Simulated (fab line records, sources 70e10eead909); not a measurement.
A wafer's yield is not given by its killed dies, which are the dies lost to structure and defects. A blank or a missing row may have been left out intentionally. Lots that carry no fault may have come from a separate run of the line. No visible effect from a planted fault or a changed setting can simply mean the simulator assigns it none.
What tool caused it? ; flow nandHarc ; 11 lots with 33 wafers sampled at 5 steps, on a route of 1302 steps

WHAT THE GAUGES SHOWED, per wafer
NHARC_END_SORT_01. Usual: defectLimitedYield 92.9 %, standard deviation 2.4; killedAtArray 44, standard deviation 16; killedAtOther 0.6, standard deviation 1.1; killedAtPeriphery 3.9, standard deviation 2.6; killedDies 48, standard deviation 16; killedOpen 3.1, standard deviation 1.9; killedShort 2.4, standard deviation 1.8; sort_bin_2_pct 2.6 %, standard deviation 1; sort_bin_3_pct 0.6 %, standard deviation 0.39; sort_bin_4_pct 4.0 %, standard deviation 1.4; sortNPass 629, standard deviation 16; sortRimYieldPct 89 %, standard deviation 4.3; sortYieldPct 92.9 %, standard deviation 2.4.
lot;measured;on;defectLimitedYield (%);killedAtArray;killedAtOther;killedAtPeriphery;killedDies;killedOpen;killedShort;sort_bin_2_pct (%);sort_bin_3_pct (%);sort_bin_4_pct (%);sortNPass;sortRimYieldPct (%);sortYieldPct (%);flag
L508;day 25 09:23;prober-02;97.6 97.9 97.6;13 10 16;1 0 0;2 4 0;16 14 16;7 2 2;0 2 3;0.4 1.0 0.7;0 0 0.1;1.9 1.0 1.5;661 663 661;96 96 94;97.6 97.9 97.6;
L519;day 30 08:07;prober-02;90.5 88.5 90.8;60 73 58;1 1 0;3 4 4;64 78 62;3 4 2;3 1 3;3.7 4.1 4.7;1.0 1.0 0.7;4.7 6.4 3.7;613 599 615;92 90 81;90.5 88.5 90.8;
L528;day 35 09:57;prober-01;92.6 91.9 92.9;48 53 45;0 0 1;2 2 2;50 55 48;5 2 2;1 1 3;2.2 3.5 1.9;0.4 0.6 1.0;4.7 4.0 4.1;627 622 629;81 83 86;92.6 91.9 92.9;

EACH LOT AND THE TOOL THAT RAN IT (in order: tool; ch and the chambers of the sampled wafers; start)
lot;NHARC_A_M1_PRE_CLEAN_32;NHARC_A_BONDPAD_ETCH_24;NHARC_A_BONDPAD_PRE_CLEAN_26;NHARC_A_BONDPAD_ANNEAL_28
L505;pecvd-01 ch 1,2, day 23 06:14;rieDiel-03 ch 1,3, day 23 08:43;pvdSputter-02, day 23 09:55 or earlier;rtpAnneal-02 ch 0, day 23 09:55
L508;pecvd-01 ch 0,1,2, day 24 02:25;rieDiel-03 ch 0,1, day 24 04:53;pvdSputter-01, day 24 06:08 or earlier;rtpAnneal-01 ch 0, day 24 06:08
L512;pecvd-02 ch 1,2, day 26 04:19;rieDiel-03 ch 0,2,3, day 26 06:47;pvdSputter-03, day 26 07:58 or earlier;rtpAnneal-01 ch 0, day 26 07:58
L519;pecvd-02 ch 0,2, day 28 22:11;rieDiel-07 ch 0,3, day 29 00:49;pvdSputter-03, day 29 01:56 or earlier;rtpAnneal-01 ch 0, day 29 01:56
L521;pecvd-01 ch 1,2, day 29 17:36;rieDiel-03 ch 0,2,3, day 29 20:39;pvdSputter-03, day 29 21:47 or earlier;rtpAnneal-01 ch 0, day 29 21:47
L522;pecvd-01 ch 0,2, day 30 06:52;rieDiel-07 ch 1,3, day 30 09:30;pvdSputter-01, day 30 10:45 or earlier;rtpAnneal-02 ch 0, day 30 10:45
L523;pecvd-01 ch 0,1, day 30 16:07;rieDiel-03 ch 1,2, day 30 18:37;pvdSputter-03, day 30 19:46 or earlier;rtpAnneal-02 ch 0, day 30 19:46
L525;pecvd-04 ch 0,1,2, day 30 22:19;rieDiel-03 ch 0,2,3, day 31 00:53;pvdSputter-02, day 31 02:10 or earlier;rtpAnneal-02 ch 0, day 31 02:10
L527;pecvd-04 ch 0,1,2, day 31 23:12;rieDiel-07 ch 0,1,3, day 32 01:49;pvdSputter-03, day 32 03:29 or earlier;rtpAnneal-01 ch 0, day 32 03:29
L526;pecvd-04 ch 0,1,2, day 33 02:34;rieDiel-01 ch 0,1,2, day 33 05:04;pvdSputter-03, day 33 06:13 or earlier;rtpAnneal-02 ch 0, day 33 06:13
L528;pecvd-01 ch 1,2, day 33 15:40;rieDiel-07 ch 0,1,2, day 33 18:11;pvdSputter-03, day 33 19:23 or earlier;rtpAnneal-01 ch 0, day 33 19:23
- NHARC_A_M1_PRE_CLEAN_32: time 12 s.
- NHARC_A_BONDPAD_ETCH_24: etches the open film in CF4/N2, target depth 30 nm, time 72.99 s.
- NHARC_A_BONDPAD_PRE_CLEAN_26: time 30 s.
- NHARC_A_BONDPAD_ANNEAL_28: time 90 s.

WHAT THE TOOLS THEMSELVES READ (means of the sampled wafers that have a number; where no wafer has one, the mark that the record gives instead)
NHARC_A_M1_PRE_CLEAN_32. Usual: heaterPowerW 689 W, standard deviation 95; rfFwdPowerW 292.5 W, standard deviation 0.88.
lot;tool;heaterPowerW (W);rfFwdPowerW (W);flag
L505;pecvd-01;599;292.7;
L508;pecvd-01;644;292.9;
L512;pecvd-02;663;291.9;
L519;pecvd-02;751;292.3;
L521;pecvd-01;590;291.5;
L522;pecvd-01;737;293.6;
L523;pecvd-01;765;292.6;
L525;pecvd-04;721;292.0;
L527;pecvd-04;705;292.7;
L526;pecvd-04;708;293.1;
L528;pecvd-01;567;293.1;

NHARC_A_BONDPAD_ETCH_24. Usual: biasW is 100.01 W with standard deviation 0.25, drypumpMotorCurrentA is 5.7 A with standard deviation 0.49, oesProductAu is 0.997 a.u. with standard deviation 0.0089, rfFwdPowerW is 297.3 W with standard deviation 1.4, rfVppV is 313.8 V with standard deviation 1.5, showerheadPlenumPTorr is 2.60 Torr with standard deviation 0.078, and throttleValvePct is 19.796 % with standard deviation 0.0083.
lot;tool;biasW (W);drypumpMotorCurrentA (A);oesProductAu (a.u.);rfFwdPowerW (W);rfVppV (V);showerheadPlenumPTorr (Torr);throttleValvePct (%);flag
L505;rieDiel-03;99.95;5.2;1.000;298.5;314.7;2.68;19.799;
L508;rieDiel-03;100.02;5.9;0.991;298.2;314.2;2.61;19.793;
L512;rieDiel-03;99.74;5.3;0.940;297.0;314.0;2.59;19.796;OFF
L519;rieDiel-07;100.01;6.4;0.997;295.5;314.2;2.66;19.804;
L521;rieDiel-03;99.98;5.3;0.992;298.4;314.0;2.59;19.788;
L522;rieDiel-07;100.15;5.8;0.994;296.8;312.0;2.52;19.797;
L523;rieDiel-03;100.21;5.2;0.997;299.0;313.1;2.57;19.800;
L525;rieDiel-03;100.08;5.3;0.985;297.7;313.0;2.59;19.792;
L527;rieDiel-07;100.16;6.1;0.989;296.5;313.9;2.58;19.788;
L526;rieDiel-01;100.09;5.9;1.010;298.7;314.2;2.65;19.794;
L528;rieDiel-07;100.31;6.0;0.991;297.1;314.0;2.60;19.797;

NHARC_A_BONDPAD_PRE_CLEAN_26. Usual: 396 W for heaterPowerW, sd 38.
lot;tool;heaterPowerW (W);flag
L505;pvdSputter-02;405;
L508;pvdSputter-01;392;
L512;pvdSputter-03;364;
L519;pvdSputter-03;375;
L521;pvdSputter-03;387;
L522;pvdSputter-01;404;
L523;pvdSputter-03;376;
L525;pvdSputter-02;430;
L527;pvdSputter-03;364;
L526;pvdSputter-03;363;
L528;pvdSputter-03;376;

NHARC_A_BONDPAD_ANNEAL_28. Usual: annealTempC 225.02 C, standard deviation 0.16; wafer_temp_C_max 226.4, standard deviation 0.32.
lot;tool;annealTempC (C);wafer_temp_C_max;flag
L505;rtpAnneal-02;224.94;226.8;
L508;rtpAnneal-01;225.08;226.1;
L512;rtpAnneal-01;224.87;226.5;
L519;rtpAnneal-01;225.07;226.2;
L521;rtpAnneal-01;225.16;226.2;
L522;rtpAnneal-02;224.96;226.4;
L523;rtpAnneal-02;224.92;226.2;
L525;rtpAnneal-02;224.99;226.6;
L527;rtpAnneal-01;225.03;226.1;
L526;rtpAnneal-02;225.13;226.5;
L528;rtpAnneal-01;225.32;226.1;

THE ANSWER, worked out from the rows above alone
Rule: lot off if the mean of its wafers having a number is beyond 3 standard deviations from the usual mean. A lot without any number at a reading at which 4 lots or more have one is off too. Any other lot the step has rows for is counted as sound. First the gauges in route order, then the tools' own readings, where a lot's mean is used as printed above. The first step at which some lot is off is used, and at that step the reading that is off furthest; a lot without a number counts as furthest.
Off: L512 (NHARC_A_BONDPAD_ETCH_24, oesProductAu).
A tool fits if, at that step or a process step before it, it ran every lot that is off, and no sound lot after the first of them. No candidate that was tried fits.

WHAT WAS PUT IN BY THE SIMULATOR
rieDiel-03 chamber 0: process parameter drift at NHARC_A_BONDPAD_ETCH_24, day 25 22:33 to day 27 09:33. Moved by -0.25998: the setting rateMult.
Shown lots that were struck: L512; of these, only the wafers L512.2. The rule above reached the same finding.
